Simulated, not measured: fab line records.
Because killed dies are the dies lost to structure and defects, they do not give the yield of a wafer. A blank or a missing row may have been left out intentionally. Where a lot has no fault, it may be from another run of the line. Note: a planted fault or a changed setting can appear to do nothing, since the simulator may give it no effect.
A lot that was struck, set against a sound lot :: flow n5-finfet :: 23 steps out of a route of 1938
Sound: the wafers L500.1, L500.2, L500.4. Struck: wafers L507.3, L507.5 (left out: L507.2, a lot-mate that was not struck); the cause follows at the end.
Each step with rows lists, per side, the tool, then ch with its chambers, then its first start. Under that, the readings that differ: sound wafers :: struck wafers :: difference of the means :: sigmas: that difference in standard deviations of wafers without a fault.
alike: readings with means less than 2 such deviations apart, plus words and numbers identical on both sides. not compared: withheld readings, readings lacking a value on some wafer, bounds such as >300 that could conceal the same value, and numbers that have no deviation in the record and whose values overlap.
A row with sigmas, a row that says differs or no value, or rows on one side alone: a step with any of these is where the two part. Numbers that have no deviation but don't overlap get no sigmas and don't part them. A reading missing from all wafers of one side parts the sides only when that side holds two or more wafers.

first, 1 step without rows for these wafers: N5_SDB_STRIP_19 (strips in N2/H2).
N5_SDB_STRIP_21: strips in CF4.
  sound on rie-diel-06 ch 0,1,3, day 5 02:31; struck on rie-diel-01 ch 0,2, day 6 22:17
  alike: drypump-motor-current-A, oes-product-au, power-w, rf-vpp-V, showerhead-plenum-p-Torr, throttle-valve-pct
  not compared: rf-hours-counter-h
N5_SDB_HM_OPEN_20: chemistry CH3F/O2, target SiNx, stops on poly-Si, target depth 24 nm.
  sound on rie-diel-06 ch 0,1,3, day 5 02:32; struck on rie-diel-01 ch 0,2, day 6 22:19
  alike: bias-w, drypump-motor-current-A, oes_ar_750_au, oes-product-au, rf-vpp-V, showerhead-plenum-p-Torr, throttle-valve-pct
  not compared: rf-hours-counter-h
then, 3 steps without rows for these wafers: N5_SDB_STRIP_22 (strips in N2/H2); N5_SDB_PRECLEAN_23 (cleans in dHF, time 30 s); N5_SDB_DUMMY_REMOVE_24 (chemistry TMAH, target poly-Si, stops on SiO2, target depth 142 nm, time 57 s, rinse time 30 s).
N5_SDB_ETCH_25: etches SiO2 in C4F6/O2, target depth 10 nm, time 3.3 s.
  sound on rie-diel-06 ch 0,1,3, day 5 02:51; struck on rie-diel-01 ch 0, day 6 22:37
  alike: bias-w, drypump-motor-current-A, oes_ar_750_au, oes-product-au, rf-vpp-V, showerhead-plenum-p-Torr, throttle-valve-pct
  not compared: rf-hours-counter-h
then, 5 steps without rows for these wafers: N5_SDB_CUT_ETCH_26 (etches Si in HBr/Cl2/O2, target depth 129.6 nm, bt time 20 s, time 51.8 s); N5_SDB_PRECLEAN_38 (cleans in dHF, time 10 s); N5_SDB_PRECLEAN_39 (cleans in O3/DIW, time 45 s); N5_SDB_SRD_28 (time 30 s); N5_SDB_ALD_29 (deposits SiNx, target thk 30 nm, pulse time 1 s, ald cycles 600).
N5_SDB_CMP_30: polishes, stops on poly-Si, t overpolish 1.54 s, target thk 30 nm.
  sound on cmp-01 ch 1,2,3, day 5 05:52; struck on cmp-01 ch 0, day 7 01:53
  alike: motor-current-A, overpolish-run-s, time-to-endpoint-s
  not compared: pad-life-wafers
N5_SDB_THK_MEAS_31:
  sound on film-metro-01, day 5 06:10; struck on film-metro-01, day 7 02:11
  alike: SDB_THK
N5_SDB_INSPECT_36: inspects for defects (darkfield).
  sound on defect-inspect-01, day 5 06:11; struck on defect-inspect-01, day 7 02:13
reading: raw-defect-count
sound: 16 18 32
struck: 1357 1395
difference: +1354
sigmas: +97
N5_DUMMY_REMOVAL_HM_STRIP_01: strips SiNx in CH3F/O2, stops on poly-Si, target depth 4 nm, time 6.8 s.
  sound on rie-diel-02 ch 1,2,3, day 5 06:28; struck on rie-diel-02 ch 0,3, day 7 02:15
  alike: bias-w, drypump-motor-current-A, oes-product-au, rf-vpp-V, showerhead-plenum-p-Torr, throttle-valve-pct
  not compared: rf-hours-counter-h
N5_DUMMY_REMOVAL_STRIP_10: strips in N2/H2, time 40 s.
  sound on rie-diel-02 ch 1,2,3, day 5 06:31; struck on rie-diel-02 ch 0,3, day 7 02:17
  alike: drypump-motor-current-A, oes-product-au, rf-vpp-V, showerhead-plenum-p-Torr, throttle-valve-pct
  not compared: rf-hours-counter-h
then, 2 steps without rows for these wafers: N5_DUMMY_REMOVAL_PRECLEAN_07 (cleans in dHF, time 30 s); N5_DUMMY_REMOVAL_DUMMY_REMOVE_02 (chemistry TMAH, target poly-Si, stops on SiO2, target depth 142 nm, time 57 s, rinse time 30 s).
N5_DUMMY_REMOVAL_INSPECT_06: inspects for defects (brightfield).
  sound on defect-inspect-01, day 5 06:40; struck on defect-inspect-02, day 7 02:27
reading: raw-defect-count
sound: 10 9 8
struck: 1345 1348
difference: +1338
sigmas: +99 or more
then, 1 step without rows for these wafers: N5_DUMMY_REMOVAL_PRECLEAN_08 (cleans in NF3:NH3, afs cycles 2, time 20 s, sublimation time 60 s).
-- here the record skips 6 days between the struck wafers' starts before and after, leaving off in module DUMMY_REMOVAL and picking up in module BEOL_M4 (first step shown: number 1111 of the route) --
N5_BEOL_M4_RC_MEAS_101:
  sound on prober-02 ch 0, day 11 11:06; struck on prober-02 ch 0, day 13 02:11
  alike: DIBL_N, DIBL_P, IOFF_N, IOFF_P, ION_N, ION_P, SS_N, SS_P, VT_N, VT_P
-- record jumps: 4 days separate the struck wafers' starts on either side; left off in module BEOL_M4, taken up again in module PASSIVATION, whose first shown step is the route's number 1936 --
N5_PASSIVATION_PROBE_49:
  the record has rows for the struck wafers here (prober-02, day 17 08:36) and none for the sound ones

## WHERE THEY PART
Earliest at N5_SDB_INSPECT_36; latest, in this record, at N5_PASSIVATION_PROBE_49.

WHY: the cause the simulator had injected
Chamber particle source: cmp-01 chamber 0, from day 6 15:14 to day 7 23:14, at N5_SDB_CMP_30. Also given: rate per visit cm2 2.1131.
